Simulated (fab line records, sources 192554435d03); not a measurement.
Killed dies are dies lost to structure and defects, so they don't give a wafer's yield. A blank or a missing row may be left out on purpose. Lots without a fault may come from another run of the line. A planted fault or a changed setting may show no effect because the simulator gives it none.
Chamber matching | flow n5_finfet | N5_BEOL_M0_SAQP_ETCH_73 on rie_diel-06: 4 sister chambers
The step etches SiARC in CF4, target depth 19.5 nm, time 32.5 s. 4 wafers are shown with their chamber, then 9 later ones without.

WAFERS WITH THEIR CHAMBER
wafer  | chamber | drypump_motor_current_A (A)
L082.6 | 3       | 5.85
L094.3 | 0       | 6.06
L094.4 | 2       | 5.83
L094.5 | 1       | 5.41

WAFERS WITHOUT THEIR CHAMBER
wafer  | drypump_motor_current_A (A)
L092.1 | 5.38
L092.2 | 6.08
L092.5 | 5.85
L095.2 | 5.41
L095.3 | 5.85
L095.5 | 5.85
L096.2 | 5.86
L096.4 | 5.38
L096.6 | 6.07

WHICH CHAMBER EACH WENT THROUGH
wafer  | from the rows above     | in truth
L092.1 | 1                       | 1
L092.2 | 0                       | 0
L092.5 | can't be placed: 3 or 2 | 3
L095.2 | 1                       | 1
L095.3 | can't be placed: 3 or 2 | 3
L095.5 | can't be placed: 3 or 2 | 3
L096.2 | can't be placed: 3 or 2 | 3
L096.4 | 1                       | 1
L096.6 | 0                       | 0
Placed correctly: 5 of 9. Can't be placed from these rows: 4 (the true chamber is among the candidates in 4). Placed wrongly: 0.
How it was worked out, from the rows above alone: a wafer's distance from a chamber is the root of the sum, over the readings, of the square of ((its reading less the chamber's mean) divided by the reading's scatter). The wafer belongs to the nearest chamber; if the next one is less than 2 further off, it can't be placed. A chamber's mean is the mean of its shown wafers. The scatter: with one shown wafer a chamber, the root of the mean of the squares of how far each hidden wafer lies from its nearest shown one.
